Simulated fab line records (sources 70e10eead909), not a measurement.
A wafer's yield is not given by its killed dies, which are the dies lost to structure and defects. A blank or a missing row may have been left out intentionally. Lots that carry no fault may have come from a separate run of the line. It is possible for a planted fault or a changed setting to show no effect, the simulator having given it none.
Matching of chambers | flow nand-harc | rie-diel-01 running NHARC_P_BONDPAD_STRIP_15: 4 sister chambers
The step strips in O2. 4 wafers are shown with their chamber, then 11 later ones without.

WAFERS PAIRED WITH THEIR CHAMBERS
wafer  | chamber | drypump-motor-current-A (A)
L084.6 | 2       | 4.9
L087.2 | 3       | 6.6
L086.6 | 1       | 5.9
L090.1 | 0       | 6.5

WAFERS WHOSE CHAMBER IS MISSING
wafer  | drypump-motor-current-A (A)
L090.5 | 4.9
L090.6 | 6.5
L089.1 | 6.5
L089.2 | 4.9
L089.3 | 5.9
L094.2 | 6.5
L094.3 | 4.9
L094.6 | 5.9
L095.1 | 4.9
L095.2 | 6.7
L095.5 | 6.7

EACH ONE'S CHAMBER
wafer  | from the rows above | in truth
L090.5 | 2                   | 2
L090.6 | 0                   | 0
L089.1 | 0                   | 0
L089.2 | 2                   | 2
L089.3 | 1                   | 1
L094.2 | 0                   | 0
L094.3 | 2                   | 2
L094.6 | 1                   | 1
L095.1 | 2                   | 2
L095.2 | 3                   | 3
L095.5 | 3                   | 3
Correct placement for 11 of the 11. Left unplaced by these rows: 0. Number placed wrongly: 0.
How it was worked out, from the rows above alone: a wafer's distance from a chamber is the root of the sum, over the readings, of the square of ((its reading less the chamber's mean) divided by the reading's scatter). If the next closest chamber is less than 2 further off than the closest, the wafer can't be placed; otherwise it belongs to the closest. Each chamber's mean is taken over the wafers shown for it. The scatter (one wafer shown for each chamber): square how far every hidden wafer sits from the nearest shown wafer, average those squares and take the square root.
